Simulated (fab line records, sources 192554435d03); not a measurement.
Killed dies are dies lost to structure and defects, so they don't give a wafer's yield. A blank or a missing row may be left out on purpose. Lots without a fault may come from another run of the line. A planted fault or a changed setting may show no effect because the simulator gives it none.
A struck lot beside a sound one | flow n5_finfet | 35 steps out of a route of 1938
Sound: wafers L928.2, L928.5, L928.6. Struck: wafers L926.3, L926.4, L926.6. The cause comes at the end.
At each step with rows: each side's tool, then ch and its chambers, then its first start. Under that, the readings that differ: sound wafers | struck wafers | difference of the means | sigmas: that difference in standard deviations of wafers without a fault.
alike: readings whose means differ by less than 2 such deviations, and words and numbers that are the same on both sides. not compared: withheld readings, readings that some wafer has no value for, bounds like >300 that may hide the same value, and numbers for which the record gives no deviation and whose values overlap.
The two part at a step that has a row with sigmas, a row that says differs or no value, or rows on one side only. Numbers that don't overlap but have no deviation are shown without sigmas and don't part them. A reading that every wafer of one side lacks parts them only if that side has two wafers or more.

first, 9 steps without rows for these wafers: N5_BEOL_M8_COAT_22 (resist thk 30 nm); N5_BEOL_M8_EBR_24; N5_BEOL_M8_SOFTBAKE_23 (time 60 s); N5_BEOL_M8_EXPOSE_25 (exposes mask V7, target cd 40 nm); N5_BEOL_M8_PEB_26 (peb time 60 s); N5_BEOL_M8_DEVELOP_27 (develop time 30 s); N5_BEOL_M8_DESCUM_33 (chemistry O2, time 7 s); N5_BEOL_M8_ETCH_72 (etches underlayer in N2/H2, target depth 6.5 nm, time 5.2 s); N5_BEOL_M8_ETCH_65 (etches SiARC in CF4, target depth 15.6 nm, time 26 s).
N5_BEOL_M8_ETCH_66: etches SOC in N2/H2, target depth 80 nm, overetch 16 nm, time 120 s.
  sound on rie_diel-01 ch 0,1, day 14 17:05; struck on rie_diel-05 ch 0,2, day 14 13:41
  alike: chamber_pressure_mTorr, drypump_motor_current_A, oes_product_au, rf_vpp_V, showerhead_plenum_p_Torr, temp_c, throttle_valve_pct
  not compared: rf_hours_counter_h
then, 24 steps without rows for these wafers: N5_BEOL_M8_STRIP_69 (strips in N2/H2); N5_BEOL_M8_STRIP_73 (strips in N2/H2); N5_BEOL_M8_VIA_ETCH_34 (etches SiCOH lowk in C4F6/O2, target depth 125.5 nm, time 50.5 s); N5_BEOL_M8_STRIP_76 (strips in C4F6/O2); N5_BEOL_M8_STRIP_36 (strips in N2/H2); N5_BEOL_M8_TRENCH_ETCH_37 (etches SiCOH lowk in C4F6/O2, target depth 93.478 nm, time 31.2 s); N5_BEOL_M8_ETCH_41 (etches SiCN in CH3F/O2, target depth 31.9 nm, time 57.8 s); N5_BEOL_M8_STRIP_80 (strips in N2/H2, time 10 s); N5_BEOL_M8_HM_STRIP_39 (strips TiN in peroxide tin strip, target depth 25 nm, time 158 s); N5_BEOL_M8_SRD_40 (time 30 s); N5_BEOL_M8_PRECLEAN_42 (cleans in residue remover, time 60 s); N5_BEOL_M8_SRD_43 (time 30 s); N5_BEOL_M8_CURE_75 (cures SiCOH lowk, time 120 s); N5_BEOL_M8_DEGAS_44 (time 60 s); N5_BEOL_M8_PRE_CLEAN_45 (time 30 s); N5_BEOL_M8_ALD_77 (deposits TaN, target thk 2 nm, pulse time 2 s, purge time 3 s); N5_BEOL_M8_SURFACE_TREAT_79; N5_BEOL_M8_CVD_78 (deposits Co from CCTBA/H2, target thk 2 nm, time 142.3 s); N5_BEOL_M8_SPUTTER_48 (material Cu, target thk 10 nm, time 1.667 s); N5_BEOL_M8_ECD_50 (material Cu, target thk 300 nm); N5_BEOL_M8_ANNEAL_51 (time 90 s); N5_BEOL_M8_CMP_52 (polishes, stops on SiCOH lowk, t overpolish 6.9 s, target thk 80 nm); N5_BEOL_M8_PRE_CLEAN_55 (time 15 s); N5_BEOL_M8_DEP_56 (deposits SiCN from 3MS/NH3, target thk 10 nm, time 17.5 s).
-- the record jumps here: 3 days lie between the struck wafers' starts before and after (it left off in module BEOL_M8 and takes up again in module PASSIVATION, whose first step shown is number 1936 of the route) --
N5_PASSIVATION_PROBE_49:
  sound on prober-02, day 17 11:25; struck on prober-01, day 17 02:44
  reading                  | sound          | struck         | difference | sigmas
  defect_limited_yield (%) | 88.9 90.4 92.4 | 82.8 83.8 83.8 | -7.1       | -5
  killed_at_M4_up          | 12 28 14       | 79 96 98       | +73        | +14
  killed_at_contacts       | 4 6 12         | 19 14 28       | +13        | +2
  killed_dies              | 131 113 90     | 203 191 191    | +84        | +5
  killed_on_rim            | 18 17 21       | 34 28 27       | +11        | +3
  sort_bin_5_function (%)  | 7.0 5.8 4.0    | 11.9 10.2 10.3 | +5.2       | +5
  sort_n_pass              | 1049 1067 1090 | 977 989 967    | -91        | -5
  sort_yield_pct (%)       | 88.9 90.4 92.4 | 82.8 83.8 81.9 | -7.7       | -5
  alike: killed_at_M0_to_M3, killed_at_front_end, killed_at_other, killed_open, killed_short, sort_bin_6_memory, sort_bin_8_speed

WHERE THEY PART
Only at N5_PASSIVATION_PROBE_49, within this record.

WHY: what the simulator had put in
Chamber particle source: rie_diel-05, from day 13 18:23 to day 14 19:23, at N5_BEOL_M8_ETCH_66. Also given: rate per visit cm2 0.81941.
